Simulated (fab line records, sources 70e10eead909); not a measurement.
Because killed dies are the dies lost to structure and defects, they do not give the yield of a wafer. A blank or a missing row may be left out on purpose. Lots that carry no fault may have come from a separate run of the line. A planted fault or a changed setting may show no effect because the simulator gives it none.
Matching of chambers	flow nand-harc	4 sister chambers for NHARC_A_CONTACT_DESCUM_47 on rie-diel-13
The step chemistry O2, time 3 s. 4 wafers are shown with their chamber, then 8 later ones without.

WAFERS, EACH WITH ITS CHAMBER
wafer	chamber	showerhead-plenum-p-Torr (Torr)
L081.2	0	1.80
L081.5	3	2.04
L081.6	1	1.87
L083.1	2	1.86

WAFERS MISSING THEIR CHAMBER
wafer	showerhead-plenum-p-Torr (Torr)
L083.3	1.87
L083.6	2.04
L086.3	1.87
L086.4	1.85
L086.5	1.85
L095.3	1.85
L095.5	1.87
L095.6	1.85

CHAMBER TAKEN BY EACH
wafer	from the rows above	in truth
L083.3	can't be placed: 1 or 2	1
L083.6	3	3
L086.3	can't be placed: 1 or 2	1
L086.4	can't be placed: 2 or 1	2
L086.5	can't be placed: 2 or 1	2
L095.3	can't be placed: 2 or 1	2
L095.5	can't be placed: 1 or 2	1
L095.6	can't be placed: 2 or 1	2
Correct placement for 1 of the 8. These rows do not allow placing 7 (true chamber among the candidates in 7). Number placed wrongly: 0.
How it was worked out, from the rows above alone: a wafer's distance from a chamber is the root of the sum, over the readings, of the square of ((its reading less the chamber's mean) divided by the reading's scatter). The wafer belongs to the nearest chamber; if the next one is less than 2 further off, it can't be placed. For every chamber, the mean is computed from those of its wafers that are shown. The scatter: root of mean squared gap, hidden wafer to nearest shown wafer, with one shown wafer a chamber.
